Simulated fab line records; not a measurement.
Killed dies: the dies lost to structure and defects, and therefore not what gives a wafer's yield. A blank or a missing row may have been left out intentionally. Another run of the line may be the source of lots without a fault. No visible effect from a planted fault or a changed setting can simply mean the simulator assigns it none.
Matching of chambers + flow n5Finfet + N5_BEOL_M11_VIA_ETCH_34 on rieDiel-04: 4 sister chambers
The step etches SiCOH lowk in C4F6/O2, target depth 184.5 nm, time 69.2 s. 8 wafers are shown with their chamber, then 9 later ones without.

WAFERS PAIRED WITH THEIR CHAMBERS
| wafer  | chamber | drypumpMotorCurrentA (A) | rfVppV (V) |
|--------|---------|--------------------------|------------|
| L083.3 | 2       | 5.7                      | 673        |
| L084.1 | 3       | 6.7                      | 667        |
| L084.4 | 1       | 5.0                      | 651        |
| L087.5 | 2       | 5.7                      | 673        |
| L087.6 | 0       | 6.1                      | 712        |
| L089.2 | 3       | 6.6                      | 666        |
| L089.5 | 0       | 6.1                      | 711        |
| L089.6 | 1       | 5.0                      | 651        |

WAFERS MISSING THEIR CHAMBER
| wafer  | drypumpMotorCurrentA (A) | rfVppV (V) |
|--------|--------------------------|------------|
| L091.2 | 5.7                      | 673        |
| L091.5 | 5.8                      | 673        |
| L091.6 | 5.0                      | 650        |
| L090.2 | 5.7                      | 671        |
| L090.3 | 6.7                      | 666        |
| L090.5 | 6.7                      | 667        |
| L094.2 | 5.0                      | 649        |
| L094.3 | 5.7                      | 673        |
| L094.5 | 5.7                      | 672        |

THE CHAMBER EACH PASSED THROUGH
| wafer  | from the rows above | in truth |
|--------|---------------------|----------|
| L091.2 | 2                   | 2        |
| L091.5 | 2                   | 2        |
| L091.6 | 1                   | 1        |
| L090.2 | 2                   | 2        |
| L090.3 | 3                   | 3        |
| L090.5 | 3                   | 3        |
| L094.2 | 1                   | 1        |
| L094.3 | 2                   | 2        |
| L094.5 | 2                   | 2        |
Correct placement for 9 of the 9. From these rows, 0 cannot be placed. Placed wrongly: 0.
How it was worked out, from the rows above alone: a wafer's distance from a chamber is the root of the sum, over the readings, of the square of ((its reading less the chamber's mean) divided by the reading's scatter). The wafer belongs to the nearest chamber; if the next one is less than 2 further off, it can't be placed. Each chamber's mean is taken over the wafers shown for it. The scatter: the root of (the sum of the squares of (reading less its chamber's mean) over the shown wafers, divided by (wafers less chambers)).
